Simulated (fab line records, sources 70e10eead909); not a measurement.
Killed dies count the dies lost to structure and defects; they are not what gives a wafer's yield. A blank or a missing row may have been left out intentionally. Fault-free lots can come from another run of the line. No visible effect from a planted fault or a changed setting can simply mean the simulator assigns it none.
fab line records | flow nand_harc
record: lots: 6 | wafers: 18 | last_day: 32
route steps=1302 shown A_STAIRCASE@775 END@1302
lots with no fault: from the same line, run without faults
start_h: hours from the record's first day to the start of the lot's first wafer shown | wait_h: how many hours have passed since the lot's step before this one | " the same as in the row above | L1.1+2: several wafers, shown together as one row | - either no value or no given start | * or withheld: withheld | < > ~ a bound
route shown NAME@n: a module of which the file shows steps, and the number in the route of the first | usual: the fault-free wafers' mean and standard deviation | same: alike in all rows | chamber/n: place in a boat | sites: readings site by site | _std_site: standard deviation across them | _edge_site: inner sites' mean taken away from outer sites' mean | radius_mm: for every site, how far away it sits from the centre of the wafer | mask NAME#n: copy n | behind: the last tool/chamber to shape the wafer | hold: cause of the lot's hold/its duration in hours/its outcome | device: the n, p or np transistor that did not switch | end of line: the route-end tests of the same wafers | a step with no rows: only its recipe | killed: at the first sort, the dies lost to defects and structure; wafer yield is something else | map: per-die view of a wafer (x killed, . not killed, _ where there is no die)
set.NAME: the setting that was run; set.NAME@STEP: the one run at that earlier step | model.NAME: the simulator's own value behind a step, which no gauge read
lots seen at some steps along the route; tables by step, rows by wafer
services: the hour from which a tool's chamber was out of use, counted from the record's first day as start_h (under 0 if before that day), plus the number of hours and why
== steps ==
step: NHARC_A_STAIRCASE_HMDS_261
recipe: time_s: 30
step: NHARC_A_STAIRCASE_COAT_262
recipe: spin_rpm: 1200
step: NHARC_A_STAIRCASE_SOFTBAKE_263
recipe: temp_c: 135 | time_s: 170
step: NHARC_A_STAIRCASE_EBR_264
step: NHARC_A_STAIRCASE_EXPOSE_265
recipe: na: 0.5 | dose_mj: 25.01 | mask_id: CHOP_200
step: NHARC_A_STAIRCASE_PEB_266
recipe: peb_temp_c: 115 | peb_time_s: 130
step: NHARC_A_STAIRCASE_DEVELOP_267
recipe: time_s: 140
step: NHARC_A_STAIRCASE_HARDBAKE_269
recipe: temp_c: 120 | time_s: 140
step: NHARC_A_STAIRCASE_DESCUM_270
recipe: time_s: 3 | o2_flow_sccm: 200 | ar_flow_sccm: 0 | bias_power_w: 0 | chemistry: O2
usual: drypump_motor_current_A: 5.8/0.42 | oes_product_au: 1.000/0.012 | rf_vpp_V: 57.6/0.84 | showerhead_plenum_p_Torr: 1.87/0.068 | throttle_valve_pct: 11.311/0.0093
lot.wafer | tool        | chamber | start_h | wait_h | drypump_motor_current_A | oes_product_au | rf_hours_counter_h | rf_vpp_V | showerhead_plenum_p_Torr | throttle_valve_pct
L183.4    | rie_diel-08 | 1       | 447.81  | -      | 5.4                     | 1.029          | 26                 | 56.6     | 1.84                     | 11.287
L183.1    | "           | 2       | "       | "      | 5.9                     | 1.007          | 22                 | 57.2     | 1.96                     | 11.299
L183.2    | "           | 3       | "       | "      | 6.4                     | 1.005          | 22                 | 59.6     | 1.99                     | 11.304
L186.4    | rie_diel-12 | 1       | 476.38  | -      | 5.6                     | 0.997          | 12                 | 56.9     | 1.84                     | 11.308
L186.3    | "           | 2       | "       | "      | 5.9                     | 0.998          | 8                  | 57.3     | 1.96                     | 11.320
L186.5    | "           | 3       | "       | "      | 6.0                     | 0.994          | -                  | 58.5     | 1.96                     | 11.310
L187.2    | rie_diel-07 | 0       | 482.97  | -      | 5.8                     | 1.002          | 1                  | 58.5     | 1.88                     | 11.319
L187.3    | "           | 3       | "       | "      | 4.9                     | 0.974          | 1                  | 56.3     | 1.81                     | 11.308
L187.6    | "           | 1       | "       | "      | 6.3                     | 1.026          | -                  | 55.6     | 1.83                     | 11.310
L193.4    | rie_diel-07 | 1       | 548.74  | -      | 6.3                     | 1.014          | 17                 | 56.5     | 1.82                     | 11.307
L193.1    | "           | 2       | "       | "      | 6.0                     | 0.990          | 20                 | 58.2     | 1.89                     | 11.314
L193.6    | "           | 3       | "       | "      | 4.8                     | 0.978          | -                  | 58.6     | 1.81                     | 11.327
L194.4    | rie_diel-07 | 1       | 548.78  | -      | 6.3                     | 1.007          | 17                 | 57.4     | 1.82                     | 11.308
L194.1    | "           | 2       | "       | "      | 6.0                     | 0.998          | 20                 | 57.1     | 1.89                     | 11.297
L194.6    | "           | 1       | "       | "      | 6.3                     | 1.012          | -                  | 57.9     | 1.82                     | 11.321
L198.2    | rie_diel-08 | 2       | 586.87  | -      | 5.9                     | 0.998          | 9                  | 59.0     | 1.95                     | 11.325
L198.6    | "           | 0       | "       | "      | 5.8                     | 0.997          | -                  | 59.4     | 2.07                     | 11.315
L198.5    | "           | 1       | "       | "      | 5.5                     | 1.009          | -                  | 57.1     | 1.83                     | 11.312
step: NHARC_A_STAIRCASE_ETCH_271
recipe: cf4_flow_sccm: 100 | chf3_flow_sccm: 30 | ar_flow_sccm: 0 | rf_w: 500 | bias_w: 200 | chemistry: CF4/CHF3
step: NHARC_A_STAIRCASE_HM_OPEN_457
recipe: o2_flow_sccm: 400 | cos_flow_sccm: 20 | ar_flow_sccm: 0 | rf_w: 500 | bias_w: 300 | chemistry: O2/COS
usual: drypump_motor_current_A: 5.8/0.42 | oes_product_au: 1.000/0.013 | rf_fwd_power_W: 499.1/1.6 | rf_vpp_V: 465.9/2.3 | showerhead_plenum_p_Torr: 3.06/0.1 | throttle_valve_pct: 28.329/0.0085
lot.wafer | tool        | chamber | start_h | wait_h | drypump_motor_current_A | oes_product_au | rf_fwd_power_W | rf_hours_counter_h | rf_vpp_V | showerhead_plenum_p_Torr | throttle_valve_pct
L183.2    | rie_diel-08 | 1       | -       | -      | 5.4                     | 1.021          | 497.5          | 26                 | 463.6    | 3.01                     | 28.330
L183.1    | "           | 3       | "       | "      | 6.4                     | 1.011          | 498.8          | 22                 | 469.0    | 3.24                     | 28.319
L183.4    | "           | 0       | "       | "      | 5.8                     | 0.994          | 498.8          | 24                 | 464.0    | 2.90                     | 28.323
L186.3    | rie_diel-12 | 2       | -       | -      | 5.9                     | 0.980          | 500.7          | 10                 | 469.7    | 3.19                     | 28.328
L186.4    | "           | 0       | "       | "      | 5.8                     | 0.989          | 499.4          | 15                 | 466.0    | 3.04                     | 28.312
L186.5    | "           | 2       | "       | "      | 5.9                     | 0.973          | 500.6          | -                  | 468.7    | 3.19                     | 28.316
L187.3    | rie_diel-07 | 0       | -       | -      | 5.9                     | 1.017          | 497.5          | 1                  | 466.4    | 3.07                     | 28.333
L187.2    | "           | 2       | "       | "      | 6.0                     | 1.011          | 497.2          | 1                  | 465.3    | 3.09                     | 28.326
L187.6    | "           | 1       | "       | "      | 6.3                     | 1.025          | 498.6          | -                  | 462.9    | 2.99                     | 28.332
L193.1    | rie_diel-07 | 1       | -       | -      | 6.3                     | 1.005          | 497.8          | 18                 | 464.4    | 2.98                     | 28.327
L193.4    | "           | 0       | "       | "      | 5.8                     | 0.979          | 498.0          | 19                 | 465.7    | 3.06                     | 28.332
L193.6    | "           | 1       | "       | "      | 6.3                     | 1.021          | 497.5          | -                  | 463.5    | 2.98                     | 28.323
L194.4    | rie_diel-07 | 0       | -       | -      | 5.9                     | 0.993          | 499.7          | 19                 | 466.5    | 3.06                     | 28.331
L194.1    | "           | 1       | "       | "      | 6.3                     | 1.012          | 498.8          | 18                 | 464.4    | 2.98                     | 28.316
L194.6    | "           | 2       | "       | "      | 6.0                     | 1.004          | 497.1          | -                  | 467.7    | 3.09                     | 28.355
L198.2    | rie_diel-08 | 2       | -       | -      | 5.9                     | 1.005          | 496.0          | 9                  | 468.1    | 3.18                     | 28.329
L198.6    | "           | 1       | "       | "      | 5.5                     | 1.018          | 497.4          | -                  | 463.6    | 2.99                     | 28.321
L198.5    | "           | 2       | "       | "      | 5.9                     | 1.005          | 496.3          | -                  | 467.5    | 3.18                     | 28.336
step: NHARC_A_STAIRCASE_STRIP_458
recipe: o2_flow_sccm: 400 | cos_flow_sccm: 20 | ar_flow_sccm: 0 | bias_w: 0 | chemistry: O2/COS
lot.wafer  | tool        | chamber | start_h | wait_h
L183.4+1+2 | rie_diel-08 | 0,1,2   | 448.30  | -
L186.3+4+5 | rie_diel-12 | 1,3,1   | 479.71  | -
L187.3+2+6 | rie_diel-07 | 1,0,2   | 483.45  | -
L193.4+1+6 | rie_diel-07 | 2,0,2   | 549.52  | -
L194.1+4+6 | rie_diel-07 | 2,0,3   | 549.61  | -
L198.2+6+5 | rie_diel-08 | 1,3,0   | 587.34  | -
step: NHARC_A_STAIRCASE_ETCH_451
recipe: target_depth_a: 300 | overetch_a: 30 | time_s: 16.5 | ion_energy_ev: 100 | cf4_flow_sccm: 80 | o2_flow_sccm: 20 | ar_flow_sccm: 0 | rf_w: 300 | bias_w: 100 | chemistry: CF4/O2
step: NHARC_A_STAIRCASE_ETCH_273
recipe: target_depth_a: 1.02e+05 | time_s: 2468.6 | ion_energy_ev: 800 | c4f8_flow_sccm: 80 | o2_flow_sccm: 60 | ar_flow_sccm: withheld | rf_w: 600 | bias_w: 3000 | chemistry: C4F8/O2/Ar
step: NHARC_A_STAIRCASE_STRIP_274
recipe: o2_flow_sccm: 500 | ar_flow_sccm: 0 | bias_w: 0 | chemistry: O2
step: NHARC_A_STAIRCASE_STRIP_275
recipe: time_s: 900 | temp_c: 130 | chemistry: SPM
step: NHARC_A_STAIRCASE_PRECLEAN_276
recipe: time_s: * | temp_c: 50 | bath_age_min: 0 | chemistry: SC1
step: NHARC_A_STAIRCASE_SRD_277
step: NHARC_A_STAIRCASE_HM_DEP_459
recipe: target_thk_a: 15000 | temp_c: 400 | material: aC
step: NHARC_A_STAIRCASE_DEP_280
recipe: target_thk_a: 300 | target_thk_nm: 30 | temp_c: 400 | pressure_torr: 3.5 | flow_sccm: 200 | rf_w: 350 | material: SiON
step: NHARC_A_STAIRCASE_DEHYDRATE_281
recipe: temp_c: 150 | time_s: 120
step: NHARC_A_STAIRCASE_HMDS_282
recipe: time_s: 30
step: NHARC_A_STAIRCASE_COAT_283
recipe: spin_rpm: 1200
step: NHARC_A_STAIRCASE_SOFTBAKE_284
recipe: temp_c: 135 | time_s: 170
step: NHARC_A_STAIRCASE_EBR_285
step: NHARC_A_STAIRCASE_EXPOSE_286
recipe: na: 0.5 | dose_mj: 25.01 | mask_id: CHOP_100
step: NHARC_A_STAIRCASE_PEB_287
recipe: peb_temp_c: 115 | peb_time_s: 130
step: NHARC_A_STAIRCASE_DEVELOP_288
recipe: time_s: 140
step: NHARC_A_STAIRCASE_HARDBAKE_290
recipe: temp_c: 120 | time_s: 140
step: NHARC_A_STAIRCASE_DESCUM_291
recipe: time_s: 3 | o2_flow_sccm: 200 | ar_flow_sccm: 0 | bias_power_w: 0 | chemistry: O2
step: NHARC_A_STAIRCASE_ETCH_292
recipe: cf4_flow_sccm: 100 | chf3_flow_sccm: 30 | ar_flow_sccm: 0 | rf_w: 500 | bias_w: 200 | chemistry: CF4/CHF3
usual: drypump_motor_current_A: 5.8/0.35 | oes_product_au: 0.941/0.024 | rf_fwd_power_W: 497.1/1.8 | rf_vpp_V: 369.9/2.1 | showerhead_plenum_p_Torr: 1.55/0.056 | throttle_valve_pct: 16.802/0.0093
lot.wafer | tool        | chamber | start_h | wait_h | drypump_motor_current_A | oes_product_au | rf_fwd_power_W | rf_hours_counter_h | rf_vpp_V | showerhead_plenum_p_Torr | throttle_valve_pct
L183.4    | rie_diel-08 | 1       | 453.68  | 0.1    | 5.4                     | 0.929          | 498.1          | 28                 | 368.9    | 1.52                     | 16.810
L183.2    | "           | 2       | "       | "      | 5.9                     | 0.922          | 498.4          | 24                 | 373.2    | 1.61                     | 16.807
L183.1    | "           | 3       | "       | "      | 6.3                     | 0.936          | 496.3          | 23                 | 373.0    | 1.63                     | 16.807
L186.3    | rie_diel-12 | 1       | 485.39  | 0.1    | 5.6                     | 0.913          | 499.2          | 19                 | 367.9    | 1.51                     | 16.809
L186.4    | "           | 0       | "       | "      | 5.8                     | 0.933          | 496.3          | 17                 | 369.9    | 1.53                     | 16.803
L186.5    | "           | 1       | "       | "      | 5.6                     | 0.902          | 497.7          | -                  | 366.7    | 1.51                     | 16.790
L187.3    | rie_diel-07 | 1       | 491.00  | 0.1    | 6.3                     | 0.931          | 498.7          | 3                  | 369.4    | 1.51                     | 16.802
L187.2    | "           | 3       | "       | "      | 4.8                     | 0.912          | 492.9          | 3                  | 368.2    | 1.49                     | 16.799
L187.6    | "           | 1       | "       | "      | 6.2                     | 0.944          | 500.2          | -                  | 367.0    | 1.51                     | 16.815
L193.1    | rie_diel-08 | 2       | 555.78  | 0.1    | 5.9                     | 0.966          | 498.6          | 0                  | 370.2    | 1.60                     | 16.799
L193.4    | "           | 1       | "       | "      | 5.5                     | 0.969          | 498.8          | 0                  | 368.0    | 1.51                     | 16.795
L193.6    | "           | 3       | "       | "      | 6.4                     | 0.940          | 498.8          | -                  | 372.2    | 1.62                     | 16.794
L194.4    | rie_diel-07 | 3       | 556.50  | 0.1    | 4.8                     | 0.908          | 491.9          | 28                 | 369.1    | 1.49                     | 16.789
L194.1    | "           | 1       | "       | "      | 6.3                     | 0.923          | 497.0          | 23                 | 368.3    | 1.50                     | 16.796
L194.6    | "           | 0       | "       | "      | 5.9                     | 0.923          | 500.0          | -                  | 370.2    | 1.54                     | 16.802
L198.2    | rie_diel-08 | 2       | 592.94  | 0.2    | 5.9                     | 0.925          | 498.8          | 11                 | 371.9    | 1.60                     | 16.816
L198.5    | "           | 1       | "       | "      | 5.5                     | 0.935          | 498.0          | -                  | 367.6    | 1.51                     | 16.785
L198.6    | "           | 0       | "       | "      | 5.8                     | 0.935          | 497.5          | -                  | 374.9    | 1.70                     | 16.800
step: NHARC_A_STAIRCASE_HM_OPEN_460
recipe: o2_flow_sccm: 400 | cos_flow_sccm: 20 | ar_flow_sccm: 0 | rf_w: 500 | bias_w: 300 | chemistry: O2/COS
step: NHARC_A_STAIRCASE_STRIP_461
recipe: o2_flow_sccm: 400 | cos_flow_sccm: 20 | ar_flow_sccm: 0 | bias_w: 0 | chemistry: O2/COS
step: NHARC_A_STAIRCASE_ETCH_452
recipe: target_depth_a: 300 | overetch_a: 30 | time_s: 16.5 | ion_energy_ev: 100 | cf4_flow_sccm: 80 | o2_flow_sccm: 20 | ar_flow_sccm: 0 | rf_w: 300 | bias_w: 100 | chemistry: CF4/O2
step: NHARC_A_STAIRCASE_ETCH_294
recipe: target_depth_a: 49890 | time_s: 1211.6 | ion_energy_ev: 800 | c4f8_flow_sccm: 80 | o2_flow_sccm: 60 | ar_flow_sccm: withheld | rf_w: 600 | bias_w: 3000 | chemistry: C4F8/O2/Ar
usual: oes_product_au: 0.933/0.013 | rf_fwd_power_W: 599.9/1.9 | rf_vpp_V: 1823/8.8
lot.wafer | tool        | chamber | start_h | wait_h | oes_product_au | rf_fwd_power_W | rf_hours_counter_h | rf_vpp_V
L183.2    | rie_diel-08 | 1       | -       | -      | 0.942          | 597.6          | 28                 | 1819
L183.4    | "           | 2       | "       | "      | 0.928          | 599.0          | 24                 | 1833
L183.1    | "           | 3       | "       | "      | 0.942          | 601.3          | 24                 | 1836
L186.4    | rie_diel-12 | 1       | -       | -      | 0.912          | 600.4          | 19                 | 1817
L186.3    | "           | 2       | "       | "      | 0.921          | 596.2          | 13                 | 1833
L186.5    | "           | 1       | "       | "      | 0.913          | 601.7          | -                  | 1816
L187.2    | rie_diel-07 | 2       | -       | -      | 0.924          | 600.2          | 3                  | 1824
L187.3    | "           | 0       | "       | "      | 0.936          | 598.9          | 3                  | 1825
L187.6    | "           | 1       | "       | "      | 0.945          | 601.8          | -                  | 1816
L193.4    | rie_diel-08 | 1       | -       | -      | 0.934          | 599.4          | 1                  | 1818
L193.1    | "           | 3       | "       | "      | 0.916          | 596.9          | 1                  | 1836
L193.6    | "           | 2       | "       | "      | 0.927          | 598.5          | -                  | 1832
L194.1    | rie_diel-07 | 3       | -       | -      | 0.905          | 600.0          | 28                 | 1813
L194.4    | "           | 1       | "       | "      | 0.937          | 601.1          | 23                 | 1814
L194.6    | "           | 3       | "       | "      | 0.919          | 600.0          | -                  | 1813
L198.2    | rie_diel-08 | 0       | -       | -      | 0.931          | 595.4          | 13                 | 1845
L198.6    | "           | 0       | "       | "      | 0.951          | 598.3          | -                  | 1847
L198.5    | "           | 2       | "       | "      | 0.924          | 600.6          | -                  | 1832
step: NHARC_A_STAIRCASE_STRIP_295
recipe: o2_flow_sccm: 500 | ar_flow_sccm: 0 | bias_w: 0 | chemistry: O2
usual: drypump_motor_current_A: 5.8/0.36 | oes_product_au: 0.998/0.011 | rf_vpp_V: 57.8/0.85 | showerhead_plenum_p_Torr: 3.49/0.13 | throttle_valve_pct: 17.035/0.01
lot.wafer | tool        | chamber | start_h | wait_h | drypump_motor_current_A | oes_product_au | rf_hours_counter_h | rf_vpp_V | showerhead_plenum_p_Torr | throttle_valve_pct
L183.4    | rie_diel-08 | 0       | -       | -      | 5.8                     | 0.994          | 27                 | 56.6     | 3.28                     | 17.023
L183.1    | "           | 1       | "       | "      | 5.5                     | 1.014          | 29                 | 58.8     | 3.40                     | 17.046
L183.2    | "           | 3       | "       | "      | 6.4                     | 1.006          | 24                 | 58.4     | 3.66                     | 17.048
L186.4    | rie_diel-12 | 3       | -       | -      | 6.0                     | 0.991          | 13                 | 58.2     | 3.60                     | 17.017
L186.3    | "           | 1       | "       | "      | 5.6                     | 0.981          | 19                 | 57.8     | 3.40                     | 17.039
L186.5    | "           | 2       | "       | "      | 5.9                     | 0.996          | -                  | 59.2     | 3.60                     | 17.031
L187.2    | rie_diel-07 | 0       | -       | -      | 5.9                     | 1.004          | 4                  | 57.6     | 3.47                     | 17.052
L187.3    | "           | 2       | "       | "      | 5.9                     | 0.986          | 3                  | 56.2     | 3.50                     | 17.056
L187.6    | "           | 3       | "       | "      | 4.9                     | 0.986          | -                  | 56.9     | 3.35                     | 17.036
L193.1    | rie_diel-08 | 1       | -       | -      | 5.5                     | 1.004          | 1                  | 57.4     | 3.39                     | 17.034
L193.4    | "           | 2       | "       | "      | 5.9                     | 0.989          | 1                  | 58.2     | 3.60                     | 17.026
L193.6    | "           | 0       | "       | "      | 5.8                     | 1.003          | -                  | 59.5     | 3.81                     | 17.025
L194.4    | rie_diel-07 | 0       | -       | -      | 5.9                     | 0.999          | 26                 | 57.2     | 3.46                     | 17.024
L194.1    | "           | 2       | "       | "      | 5.9                     | 1.000          | 25                 | 57.1     | 3.48                     | 17.048
L194.6    | "           | 0       | "       | "      | 5.8                     | 0.992          | -                  | 57.9     | 3.46                     | 17.041
L198.2    | rie_diel-08 | 2       | -       | -      | 5.9                     | 0.995          | 11                 | 57.9     | 3.59                     | 17.033
L198.6    | "           | 1       | "       | "      | 5.4                     | 1.013          | -                  | 56.7     | 3.38                     | 17.029
L198.5    | "           | 2       | "       | "      | 5.9                     | 1.004          | -                  | 57.5     | 3.59                     | 17.010
step: NHARC_A_STAIRCASE_STRIP_296
recipe: time_s: 900 | temp_c: 130 | chemistry: SPM
step: NHARC_A_STAIRCASE_PRECLEAN_297
recipe: time_s: * | temp_c: 50 | bath_age_min: 0 | chemistry: SC1
step: NHARC_A_STAIRCASE_SRD_298
step: NHARC_END_SORT_01
recipe: temp_c: 25
usual: killed_at_array: 56/17 | killed_at_other: 1.2/1.4 | killed_at_periphery: 4/3.2 | killed_dies: 61/16 | killed_open: 3.6/2.1 | killed_short: 2.7/1.8
same: gross_dies: 677
lot.wafer | tool      | chamber | start_h | wait_h | killed_at_array | killed_at_other | killed_at_periphery | killed_dies | killed_open | killed_short
L193.1    | prober-02 | 0       | 737.16  | 2.5    | 112             | 2               | 5                   | 119         | 5           | 2
L193.4    | prober-02 | 0       | 739.57  | 3.4    | 138             | 0               | 3                   | 141         | 4           | 0
L193.6    | prober-02 | 0       | 741.17  | 4.0    | 134             | 0               | 5                   | 139         | 7           | 5
L194.1    | prober-01 | 0       | 738.42  | 2.5    | 166             | 0               | 9                   | 175         | 4           | 1
L194.4    | prober-01 | 0       | 740.83  | 3.4    | 128             | 1               | 3                   | 132         | 3           | 0
L194.6    | prober-01 | 0       | 742.43  | 4.0    | 130             | 0               | 5                   | 135         | 3           | 2
killed by level:class
L193.1 A_STAIRCASE:unspecified=63 A_CHANNEL_HOLE_D2:chamber_film_flake=26 A_CHANNEL_HOLE_D1:chamber_film_flake=7 A_SLIT:chamber_film_flake=3 A_BONDPAD:chamber_film_flake=3 A_CONTACT:chamber_film_flake=2 THIN_TSV:chamber_film_flake=2 P_GATE:geometric_particle:open=1
L194.1 A_STAIRCASE:unspecified=82 A_SLIT:chamber_film_flake=34 A_CHANNEL_HOLE_D1:chamber_film_flake=33 A_STAIRCASE:chamber_film_flake=5 P_ZERO_WELL:chamber_film_flake=3 P_BONDPAD:chamber_film_flake=3 A_CONTACT:chamber_film_flake=3 A_WL_FILL:chamber_film_flake=2
L193.4 A_STAIRCASE:unspecified=86 A_CHANNEL_HOLE_D2:chamber_film_flake=21 A_CHANNEL_HOLE_D1:chamber_film_flake=8 A_CONTACT:chamber_film_flake=8 A_SLIT:chamber_film_flake=5 A_ONON_D1:geometric_particle:open=2 A_DECK1_JOINT:chamber_film_flake=2 A_CHANNEL_HOLE_D1:geometric_particle:open=1
L194.4 A_STAIRCASE:unspecified=66 A_SLIT:chamber_film_flake=32 A_CHANNEL_HOLE_D1:chamber_film_flake=18 A_STAIRCASE:chamber_film_flake=3 P_BONDPAD:chamber_film_flake=2 A_WL_FILL:chamber_film_flake=2 A_BONDPAD:chamber_film_flake=2 A_CHANNEL_HOLE_D2:geometric_particle:open=1
L193.6 A_STAIRCASE:unspecified=82 A_CHANNEL_HOLE_D2:chamber_film_flake=22 A_CHANNEL_HOLE_D1:chamber_film_flake=9 A_SLIT:chamber_film_flake=5 A_CONTACT:chamber_film_flake=3 A_CONTACT:geometric_particle:open=2 P_ZERO_WELL:chamber_film_flake=2 P_STI:chamber_film_flake=2
L194.6 A_STAIRCASE:unspecified=62 A_CHANNEL_HOLE_D1:chamber_film_flake=26 A_SLIT:chamber_film_flake=25 P_BONDPAD:chamber_film_flake=4 A_STAIRCASE:chamber_film_flake=3 A_WL_FILL:chamber_film_flake=3 A_CONTACT:chamber_film_flake=3 A_BONDPAD:chamber_film_flake=2
map L193.4 (x killed, . not)
____________.____________
_________......x_________
_______......xxx.x_______
______.......xxxxxx______
_____.........xxxxx._____
____........xxxxxxxx.____
____...x....xxxxxxxx.____
___.....x..x.xxxxxxxx.___
___........xxxxxxxxx..___
__.......x.xxxxxxxxx...__
__.........x.xxxxxxx.x.__
_...........xxxxxxxx...._
_........x.xxxxxxxx....x_
_.............xxx.....x._
_..x........xx..x......._
_...........x......x...._
.............x...........
..x.................x..x.
...............x.........
.......................x.
...............x.........
_......................._
_......................._
_........x.......x.xx..._
_.................x.x..._
_.....................x._
__................x....__
__.............xxx..x..__
___...........x.xx.x..___
___..........x.xxx....___
____...........xxxx..____
____..........xxxxx..____
_____....x.......xx._____
______........x..xx______
_______..........._______
_________......._________
____________.____________
map L194.1 (x killed, . not)
____________.____________
_________......x_________
_______.....x..x.._______
______........xxxxx______
_____...x...xxxxxxxx_____
____.........xxxxxxx.____
____....x..xxxxxxxxxx____
___.........xxxxxxxxx.___
___.x.......xxxxxxxx..___
__..........xxxxxxxxx..__
__...........xxxxxxx...__
_...........xxxxxxxx...._
_....x..x.x.xxxxxxx....._
_..x.......xxxx..xxx...._
_.........x.xx.xxx......_
_..........xxxx........._
...........x.xxxx........
..........xx.xxx..x......
..........x..xx.x.......x
............xx...........
.................x.......
_....x......xx.xx......._
_......................._
_......................._
_.......x......x........_
_x..x.............x....._
__x.............xxxx...__
__...........xxxx.xx...__
___.............x..x.x___
___......x.....xxxxxx.___
____...xx.x....xxxxx.____
____..........xxxx...____
_____...........xx.x_____
______....x..x.x...______
_______..x........_______
_________...x..._________
____________.____________
== services ==
tool        | chamber | start_h | hours | kind
rie_diel-08 | 0       | 428.52  | -     | clean
rie_diel-08 | 1       | 428.52  | -     | clean
rie_diel-08 | 2       | 428.52  | -     | clean
rie_diel-08 | 3       | 428.52  | -     | clean
rie_diel-07 | 0       | 430.54  | -     | clean
rie_diel-07 | 1       | 430.54  | -     | clean
rie_diel-07 | 2       | 430.54  | -     | clean
rie_diel-07 | 3       | 430.54  | -     | clean
rie_diel-08 | 0       | 431.78  | 2.8   | repair
rie_diel-07 | 2       | 437.81  | 9.2   | repair
rie_diel-12 | -       | 447.46  | 9.0   | pm
rie_diel-08 | 0       | 453.02  | -     | clean
rie_diel-08 | 1       | 453.02  | -     | clean
rie_diel-08 | 2       | 453.02  | -     | clean
rie_diel-08 | 3       | 453.02  | -     | clean
rie_diel-07 | 0       | 455.58  | -     | clean
rie_diel-07 | 1       | 455.58  | -     | clean
rie_diel-07 | -       | 471.34  | 9.0   | pm
rie_diel-08 | 0       | 481.63  | 3.7   | repair
rie_diel-08 | -       | 488.25  | 0.8   | repair
rie_diel-12 | 1       | 544.04  | 2.3   | repair
rie_diel-08 | -       | 544.88  | 9.0   | pm
rie_diel-12 | 2       | 582.04  | 17.2  | repair
rie_diel-08 | 3       | 590.36  | 5.6   | repair
== key ==
first_sign: step: NHARC_END_SORT_01 | reading: killed_dies | direction: up | sigmas: 4.8 | usual: 61 | struck: 140
effect: step: NHARC_END_SORT_01 | reading: killed_at_array | direction: up | sigmas: 4.8 | usual: 56 | struck: 135
more_kills_born_at: NHARC_A_STAIRCASE_STRIP_458@rie_diel-07: 441
met_at NHARC_A_STAIRCASE_STRIP_458
struck_wafers L193.1,L193.4,L193.6,L194.1,L194.4,L194.6
tester_left_out L193,L194
onset_between 483.45 549.52
also_fits NHARC_A_STAIRCASE_DESCUM_270:rie_diel-07,NHARC_A_STAIRCASE_HM_OPEN_457:rie_diel-07
fault: kind: chamber_particle_source | tool: rie_diel-07 | chamber: - | onset_h: 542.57 | steps: NHARC_A_STAIRCASE_STRIP_458 | rate_per_visit_cm2: 0.83555 | end_h: 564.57
tester_left_out: of these lots the tester's yield and bins aren't shown, on N5 and GAA mostly nor the transistor test; their killed dies are dies lost to structure and defects alone, not to doping, threshold or leakage, so they don't give the yield
